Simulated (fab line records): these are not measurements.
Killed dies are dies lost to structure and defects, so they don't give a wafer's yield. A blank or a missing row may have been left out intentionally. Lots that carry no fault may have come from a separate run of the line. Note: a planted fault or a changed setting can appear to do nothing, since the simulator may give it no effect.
Which tool did it?    flow nand harc    Sampling: 14 lots, 41 wafers, 5 of 1159 route steps

## WHAT EACH GAUGE READ, for each wafer
NHARC_A_SOURCE_PLATE_INSPECT_08.
lot   measured      on                 raw defect count
L669  day 8 01:07   defect inspect-02  83 81 41
L667  day 8 01:07   defect inspect-01  28 28 53
L668  day 8 01:10   defect inspect-02  102 73 85
L670  day 8 05:32   defect inspect-02  55 47 29
L672  day 8 15:04   defect inspect-02  49 43 33
L674  day 8 22:29   defect inspect-02  54 16 37
L673  day 8 22:29   defect inspect-01  57 107 65
L677  day 9 23:17   defect inspect-01  61 57 44
L679  day 10 20:21  defect inspect-02  61 91 101
L681  day 11 00:23  defect inspect-02  82 63 84
L682  day 11 09:53  defect inspect-02  103 193 95
L685  day 12 05:44  defect inspect-01  50 62 52
L684  day 12 05:44  defect inspect-02  81 60 62
L688  day 12 15:44  defect inspect-02  66 90

NHARC_A_ONON_D1_THK_MEAS_14: measures by ellipsometry.
lot   measured      on             thk nm (nm)
L669  day 8 03:57   film metro-01  1001 1002 1002
L667  day 8 03:58   film metro-02  1001 999 1000
L668  day 8 04:18   film metro-02  991 990 988
L670  day 8 08:24   film metro-01  981 985 984
L672  day 8 18:07   film metro-01  999 997 997
L674  day 9 01:29   film metro-01  990 989 987
L673  day 9 01:22   film metro-02  993 993 992
L677  day 10 02:09  film metro-01  989 987 989
L679  day 10 23:13  film metro-01  1030 1030 1029
L681  day 11 03:14  film metro-02  996 996 995
L682  day 11 12:44  film metro-02  991 1322 989
L685  day 12 08:43  film metro-02  1334 1005 1004
L684  day 12 08:35  film metro-01  1017 1017 1016
L688  day 12 18:38  film metro-01  996 1327

NHARC_END_SORT_01.
lot   measured      on         killed at array  killed at other  killed at periphery  killed dies  killed open  killed short
L669  day 20 05:02  prober-02  18 17 15         0 0 0            3 2 1                21 19 16     5 5 2        3 2 1
L667  day 19 21:14  prober-02  9 11 5           0 0 0            1 3 2                10 14 7      2 5 4        2 1 1
L668  day 20 13:37  prober-02  42 23 34         2 1 1            4 8 11               48 32 46     3 3 1        5 1 2
L670  day 19 12:22  prober-02  12 10 16         0 0 0            4 4 3                16 14 19     4 1 3        0 0 4
L672  day 21 04:28  prober-02  13 11 12         0 0 0            1 3 4                14 14 16     1 2 4        1 1 1
L674  day 21 06:13  prober-01  27 31 30         0 0 0            4 1 6                31 32 36     1 0 3        3 4 0
L673  day 21 14:41  prober-02  22 16 23         2 3 2            0 3 7                24 22 32     5 5 5        2 2 2
L677  day 22 09:56  prober-01  24 18 19         0 1 1            1 1 1                25 20 21     3 2 2        0 0 1
L679  day 22 09:09  prober-02  25 33 35         1 0 0            4 0 1                30 33 36     6 3 3        3 2 2
L681  day 22 19:23  prober-01  18 15 24         1 2 1            3 11 3               22 28 28     2 2 4        3 2 1
L682  day 23 22:25  prober-02  32 676 39        0 0 0            1 1 2                33 677 41    2 2 3        0 0 1
L685  day 23 15:29  prober-01  673 16 21        1 2 0            3 2 3                677 20 24    7 3 3        4 1 4
L684  day 24 00:53  prober-01  21 40 38         2 0 1            5 11 6               28 51 45     4 5 6        1 4 0
L688  day 25 08:32  prober-01  27 669           0 2              1 6                  28 677       0 3          1 0

## TOOL THAT RAN EACH LOT (tool first, then ch and the chambers of the sampled wafers, then the start)
lot   NHARC_A_ONON_D1_DEP_12            NHARC_A_ONON_D1_DEP_33
L669  pecvd onon-03 ch 0, day 8 03:26   pecvd-02 ch 1,2, day 8 15:19
L667  pecvd onon-04 ch 0, day 8 03:28   pecvd-02 ch 0,1, day 8 15:35
L668  pecvd onon-03 ch 0, day 8 03:51   pecvd-04 ch 0,1,2, day 8 15:43
L670  pecvd onon-02 ch 0, day 8 07:53   pecvd-02 ch 0,2, day 8 16:02
L672  pecvd onon-02 ch 0, day 8 17:36   pecvd-02 ch 1,2, day 9 03:41
L674  pecvd onon-03 ch 0, day 9 00:59   pecvd-02 ch 0,1,2, day 9 10:55
L673  pecvd onon-04 ch 0, day 9 01:01   pecvd-03 ch 0,1,2, day 9 10:57
L677  pecvd onon-04 ch 0, day 10 01:37  pecvd-03 ch 1,2, day 10 11:35
L679  pecvd onon-03 ch 0, day 10 22:45  pecvd-03 ch 0,2, day 11 08:37
L681  pecvd onon-03 ch 0, day 11 02:50  pecvd-03 ch 0,1,2, day 11 12:41
L682  pecvd onon-03 ch 0, day 11 12:13  pecvd-03 ch 1,2, day 11 22:34
L685  pecvd onon-03 ch 0, day 12 08:16  pecvd-04 ch 0,1,2, day 12 19:31
L684  pecvd onon-02 ch 0, day 12 08:14  pecvd-02 ch 0,1,2, day 12 19:45
L688  pecvd onon-03 ch 0, day 12 18:08  pecvd-04 ch 0,1, day 13 04:08
- NHARC_A_ONON_D1_DEP_12: target thk 1000 nm.
- NHARC_A_ONON_D1_DEP_33: deposits SiO2, target thk 200 nm.

## AS READ BY THE TOOLS THEMSELVES (means over the sampled wafers that have a number; for cases with no such wafer, the mark the record gives instead)
NHARC_A_ONON_D1_DEP_12.
lot   tool           sih4 flow sccm (sccm)  susceptor temp C (C)
L669  pecvd onon-03  209.2                  399.62
L667  pecvd onon-04  210.2                  400.07
L668  pecvd onon-03  210.0                  399.90
L670  pecvd onon-02  210.8                  400.11
L672  pecvd onon-02  209.4                  399.84
L674  pecvd onon-03  209.4                  400.11
L673  pecvd onon-04  210.4                  399.62
L677  pecvd onon-04  210.6                  399.99
L679  pecvd onon-03  210.2                  399.89
L681  pecvd onon-03  210.8                  399.91
L682  pecvd onon-03  210.2                  400.12
L685  pecvd onon-03  210.0                  399.90
L684  pecvd onon-02  210.1                  400.23
L688  pecvd onon-03  210.6                  400.42

NHARC_A_ONON_D1_DEP_33.
lot   tool      heater power w (W)  mfc precursor sccm (sccm)  susceptor temp C (C)  throttle valve pct (%)
L669  pecvd-02  600                 160.9                      399.92                15.4
L667  pecvd-02  612                 161.8                      399.98                15.6
L668  pecvd-04  597                 161.1                      399.72                15.6
L670  pecvd-02  546                 161.8                      400.03                15.2
L672  pecvd-02  581                 161.4                      400.19                15.0
L674  pecvd-02  576                 161.2                      399.90                15.4
L673  pecvd-03  533                 161.0                      399.80                15.7
L677  pecvd-03  452                 161.3                      399.98                16.2
L679  pecvd-03  579                 161.7                      400.09                15.5
L681  pecvd-03  542                 161.5                      399.92                16.0
L682  pecvd-03  519                 161.2                      400.10                16.3
L685  pecvd-04  612                 161.6                      400.01                15.9
L684  pecvd-02  544                 161.5                      400.14                15.4
L688  pecvd-04  539                 161.2                      399.93                16.2

## THE ANSWER, worked out from the rows above alone
Rule: what is usual is taken from the lots themselves. The widest of any qualifying gaps counts: lots, ordered by their means at a reading, are off when they make up no more than a third of the lots, leave a main group of 4 or more, and stand apart from it by 3 or more times the standard deviation of that group's means. A main group is skipped when, at the precision printed for the reading in the tables above, its means are all equal. Also off: a lot with no number at a reading for which 4 or more lots have one. Where the step has rows for the other lots, those lots are counted as sound. First the gauges in route order, then the tools' own readings, where a lot's mean is used as printed above. At the first step where some lot is off, the reading lying furthest off is the one used; lots without a number count as furthest.
Off: L682, L685, L688 (NHARC_A_ONON_D1_THK_MEAS_14, thk nm). The main group has a mean of 999 nm with a standard deviation of 13.
If a tool, at a process step before that reading, ran all the lots that are off and no sound lot after the first of them, it fits. The gauges at NHARC_A_ONON_D1_THK_MEAS_14 aren't tried: what is off there is off at NHARC_END_SORT_01 too, on other tools, and a gauge's error can't cause that. One candidate fits, namely pecvd onon-03 at NHARC_A_ONON_D1_DEP_12. Its last sound lot is L681 (day 11 02:50), its first lot that is off L682 (day 11 12:13): a fault that began between those two fits.

## WHAT THE SIMULATOR PUT IN
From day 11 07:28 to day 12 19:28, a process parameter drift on pecvd onon-03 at NHARC_A_ONON_D1_DEP_12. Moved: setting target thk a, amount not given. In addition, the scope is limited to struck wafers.
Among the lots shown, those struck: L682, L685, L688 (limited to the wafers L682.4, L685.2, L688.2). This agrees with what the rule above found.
